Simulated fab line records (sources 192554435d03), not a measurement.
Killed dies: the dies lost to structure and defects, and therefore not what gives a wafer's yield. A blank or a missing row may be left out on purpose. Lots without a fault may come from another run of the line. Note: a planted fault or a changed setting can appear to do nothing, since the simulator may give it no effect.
A lot that was struck, set against a sound lot    flow n5Finfet    16 out of 1938 route steps
Sound: these wafers, L777.4, L777.5, L777.6. Struck: wafer L790.4 (left out: L790.5, a lot-mate that was not struck); the cause follows at the end.
Order at every step that has rows: each side's tool, ch and its chambers, its first start. Under that, the readings that differ: sound wafers    struck wafers    difference of the means    sigmas: that difference in standard deviations of wafers without a fault.
alike: readings with means less than 2 such deviations apart, plus words and numbers identical on both sides. not compared: withheld readings, readings lacking a value on some wafer, bounds such as >300 that could conceal the same value, and numbers that have no deviation in the record and whose values overlap.
The two part at a step that has a row with sigmas, a row that says differs or no value, or rows on one side only. Numbers that have no deviation but don't overlap get no sigmas and don't part them. A reading missing from all wafers of one side parts the sides only when that side holds two or more wafers.

first, 6 steps without rows for these wafers: N5_MOL_CONTACT_COAG_COAT_02 (resist thk 30 nm); N5_MOL_CONTACT_COAG_EBR_04; N5_MOL_CONTACT_COAG_SOFTBAKE_03 (time 60 s); N5_MOL_CONTACT_COAG_EXPOSE_05 (exposes mask CA, defocus 0 nm); N5_MOL_CONTACT_COAG_PEB_06 (peb time 60 s); N5_MOL_CONTACT_COAG_DEVELOP_07 (develop time 30 s).
N5_MOL_CONTACT_COAG_CD_MEAS_08 targets a cd of 28 nm.
  sound on cdSem-02 ch 0, day 5 14:50; struck on cdSem-01 ch 0, day 9 00:16
  alike: cdNm
N5_MOL_CONTACT_COAG_OVL_MEAS_09:
  sound on overlay-01 ch 0, day 5 14:52; struck on overlay-02 ch 0, day 9 00:19
  alike: CA_OVL
N5_MOL_CONTACT_COAG_INSPECT_10: inspects for defects (brightfield).
  sound on defectInspect-02, day 5 14:55; struck on defectInspect-02, day 9 00:22
  alike: rawDefectCount
N5_MOL_CONTACT_COAG_DESCUM_13: chemistry O2, time 7 s.
  sound on rieDiel-06 ch 2,3, day 5 14:57; struck on rieDiel-06 ch 3, day 9 00:23
reading                       sound              struck  difference  sigmas
oesProductAu (a.u.)           0.68 0.76 0.69     0.97    +0.26       +3
rfVppV (V)                    240.5 243.5 240.4  245.1   +3.6        +2
showerheadPlenumPTorr (Torr)  1.98 2.09 1.98     2.24    +0.22       +3
  alike: drypumpMotorCurrentA, throttleValvePct
  not compared: rfHoursCounterH
N5_MOL_CONTACT_COAG_ETCH_59: etches underlayer in N2/H2, target depth 13 nm, time 10.4 s.
  sound on rieDiel-06 ch 2,3, day 5 14:59; struck on rieDiel-06 ch 3, day 9 00:26
reading                       sound              struck  difference  sigmas
oesProductAu (a.u.)           0.59 0.65 0.60     0.84    +0.23       +4
rfVppV (V)                    519.5 524.8 520.5  530.3   +8.7        +3
showerheadPlenumPTorr (Torr)  2.40 2.54 2.40     2.72    +0.27       +3
  alike: drypumpMotorCurrentA, etchRfOnTimeS, throttleValvePct
  not compared: rfHoursCounterH
N5_MOL_CONTACT_COAG_ETCH_105: etches SiARC in CF4, target depth 15.6 nm, time 26 s.
  sound on rieDiel-06 ch 2,3, day 5 15:00; struck on rieDiel-06 ch 3, day 9 00:27
reading                       sound              struck  difference  sigmas
oesProductAu (a.u.)           0.60 0.66 0.60     0.85    +0.23       +4
showerheadPlenumPTorr (Torr)  2.03 2.13 2.03     2.28    +0.22       +3
throttleValvePct (%)          15.89 15.72 15.88  15.43   -0.40       -2
  alike: drypumpMotorCurrentA, etchRfOnTimeS, rfVppV
  not compared: rfHoursCounterH
N5_MOL_CONTACT_COAG_ETCH_106: etches SOC in N2/H2, target depth 80 nm, overetch 16 nm, time 120 s.
  sound on rieDiel-06 ch 2,3, day 5 15:02; struck on rieDiel-06 ch 3, day 9 00:28
reading                                              sound              struck  difference  sigmas
oesProductAu (a.u.)                                  0.63 0.68 0.63     0.90    +0.25       +4
rfVppV (V)                                           519.2 524.5 520.3  529.5   +8.2        +3
showerheadPlenumPTorr (Torr)                         2.40 2.54 2.40     2.72    +0.27       +3
model.SiARC_of_MOL_CONTACT_COAG_COAT_104.thkNm (nm)  6.4 6.4 6.4        6.6     +0.2        
  alike: drypumpMotorCurrentA, throttleValvePct
  not compared: rfHoursCounterH
then, 1 step without rows for these wafers: N5_MOL_CONTACT_COAG_STRIP_107 (strips in N2/H2).
-- here the record skips 3 days between the struck wafers' starts before and after, leaving off in module MOL_CONTACT_COAG and picking up in module BEOL_M4 (first step shown: number 1111 of the route) --
N5_BEOL_M4_RC_MEAS_101:
  sound on prober-02 ch 0, day 9 01:14; struck on prober-02 ch 0, day 12 00:14
reading        sound        struck  difference  sigmas
ION_N (uA/um)  686 670 691  656     -26         -2
  alike: DIBL_N, DIBL_P, IOFF_N, IOFF_P, ION_P, SS_N, SS_P, VT_N, VT_P
-- here the record skips 5 days between the struck wafers' starts before and after, leaving off in module BEOL_M4 and picking up in module PASSIVATION (first step shown: number 1936 of the route) --
N5_PASSIVATION_PROBE_49:
  record: rows for the struck wafers here (prober-01, day 16 17:00), none for the sound ones

== WHERE THEY PART ==
At N5_MOL_CONTACT_COAG_DESCUM_13 first; at N5_PASSIVATION_PROBE_49 last (within this record only).

WHY: what had been put in by the simulator
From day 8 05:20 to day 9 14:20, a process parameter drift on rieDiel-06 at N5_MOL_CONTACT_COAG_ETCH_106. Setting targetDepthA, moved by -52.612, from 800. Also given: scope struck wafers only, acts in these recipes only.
